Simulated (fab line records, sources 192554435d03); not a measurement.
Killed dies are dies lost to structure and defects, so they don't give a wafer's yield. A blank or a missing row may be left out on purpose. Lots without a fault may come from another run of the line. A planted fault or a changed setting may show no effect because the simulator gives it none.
Split-lot experiment | flow n5_finfet | 7 lots, 39 wafers read, on a route of 1938 steps

THE SPLIT
At N5_BEOL_M12_ETCH_68 (etches SOC in N2/H2, time 285 s), the setting time_s was moved away from the recipe's 285 s on 9 of the 39 wafers read, by -25.6% to +15.5%. The other wafers ran this setting at the recipe's value.

The reading is taken at the split's own step.

THE READING
SiARC_of_BEOL_M12_COAT_66.thk_nm (the simulator's own value, which no gauge read), in nm, at N5_BEOL_M12_ETCH_68 (etches SOC in N2/H2, time 285 s). The file gives no usual value for it. The 30 wafers here that ran the recipe average 85.9 nm, standard deviation 0.44 nm.

wafer  | tool, chamber at the split | time_s as run, s | against the recipe | SiARC_of_BEOL_M12_COAT_66.thk_nm, nm | against lot-mates on the recipe
L075.1 | rie_diel-02, 0,2           | 285              | recipe             | 85.8                                 | -
L075.3 | rie_diel-02, 0,2           | 285              | recipe             | 85.8                                 | -
L075.2 | rie_diel-02, 1             | 285              | recipe             | 86.4                                 | -
L075.4 | rie_diel-02, 3             | 285              | recipe             | 86                                   | -
L075.5 | rie_diel-02, 2,1           | 285              | recipe             | 85.6                                 | -
L075.6 | rie_diel-02, 2,1           | 285              | recipe             | 85.6                                 | -
L078.1 | rie_diel-02, 1,0           | 285              | recipe             | 85.6                                 | -
L078.6 | rie_diel-02, 1,0           | 285              | recipe             | 85.6                                 | -
L078.2 | rie_diel-02, 3             | 285              | recipe             | 86                                   | -
L078.3 | rie_diel-02, 0             | 285              | recipe             | 85                                   | -
L078.4 | rie_diel-02, 2,1           | 285              | recipe             | 85.8                                 | -
L078.5 | rie_diel-02, 2,1           | 285              | recipe             | 85.8                                 | -
L083.1 | rie_diel-02, 1,3           | 285              | recipe             | 86                                   | -
L083.6 | rie_diel-02, 1,3           | 285              | recipe             | 86                                   | -
L083.2 | rie_diel-02, 3             | 285              | recipe             | 86.2                                 | -
L083.3 | rie_diel-02, 0,2           | 285              | recipe             | 85.6                                 | -
L083.4 | rie_diel-02, 0,2           | 285              | recipe             | 85.6                                 | -
L083.5 | rie_diel-02, 0             | 285              | recipe             | 85.8                                 | -
L084.1 | rie_diel-06, 3             | 329.1            | +15.5%             | 83.6                                 | -2.7
L084.2 | rie_diel-06, 2             | 285              | recipe             | 85.8                                 | -
L084.3 | rie_diel-06, 1             | 285              | recipe             | 86.4                                 | -
L084.4 | rie_diel-06, 1             | 329.1            | +15.5%             | 82.2                                 | -4.1
L084.5 | rie_diel-06, 2             | 329.1            | +15.5%             | 82                                   | -4.3
L084.6 | rie_diel-06, 3             | 285              | recipe             | 86.6                                 | -
L092.1 | rie_diel-06, 0             | 237              | -16.8%             | 89.4                                 | +3.3
L092.5 | rie_diel-06, 0             | 237              | -16.8%             | 89.4                                 | +3.3
L092.2 | rie_diel-06, 1             | 285              | recipe             | 85.8                                 | -
L092.3 | rie_diel-06, 3             | 237              | -16.8%             | 90.6                                 | +4.5
L092.4 | rie_diel-06, 2             | 285              | recipe             | 85.6                                 | -
L092.6 | rie_diel-06, 3             | 285              | recipe             | 86.8                                 | -
L094.4 | rie_diel-05, 2             | 285              | recipe             | 85.6                                 | -
L094.5 | rie_diel-05, 3             | 285              | recipe             | 86                                   | -
L094.6 | rie_diel-05, 2             | 285              | recipe             | 85.4                                 | -
L097.1 | rie_diel-05, 3             | 285              | recipe             | 86.8                                 | -
L097.2 | rie_diel-05, 2,0           | 211.9            | -25.6%             | 92.4                                 | +5.8
L097.3 | rie_diel-05, 2,0           | 211.9            | -25.6%             | 92.4                                 | +5.8
L097.4 | rie_diel-05, 1             | 285              | recipe             | 86                                   | -
L097.5 | rie_diel-05, 2             | 211.9            | -25.6%             | 91.8                                 | +5.2
L097.6 | rie_diel-05, 3             | 285              | recipe             | 87                                   | -
Where a row lists several chambers, the file gives one row for several wafers and doesn't say which wafer went through which chamber.

THE FIT
A straight line over all 39 wafers: SiARC_of_BEOL_M12_COAT_66.thk_nm changes by -0.234 nm for each +1% of time_s; r = -0.98; the points scatter about the line by 0.49 nm.
The same after taking each lot's own level away (the mean of its wafers on the recipe; 39 wafers): -0.224 nm for each +1%; r = -0.98; scatter 0.41 nm.
On that fit, the largest move of time_s shifts the reading by 5.7 nm.
The lots' own levels span 85.63 to 86.60 nm, that is 2.2 times the standard deviation above.
So the lot-to-lot level changes the slope little: the two slopes agree.
Check: with one of the wafers moved furthest among these (-25.6%) left out of the fit, the line predicts +5.68 nm for it against its lot-mates. It came out at +5.8 nm against them.

THE FILE'S OWN FIT
SiARC_of_BEOL_M12_COAT_66.thk_nm changes by -0.223 nm for each +1% of time_s, r = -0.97.
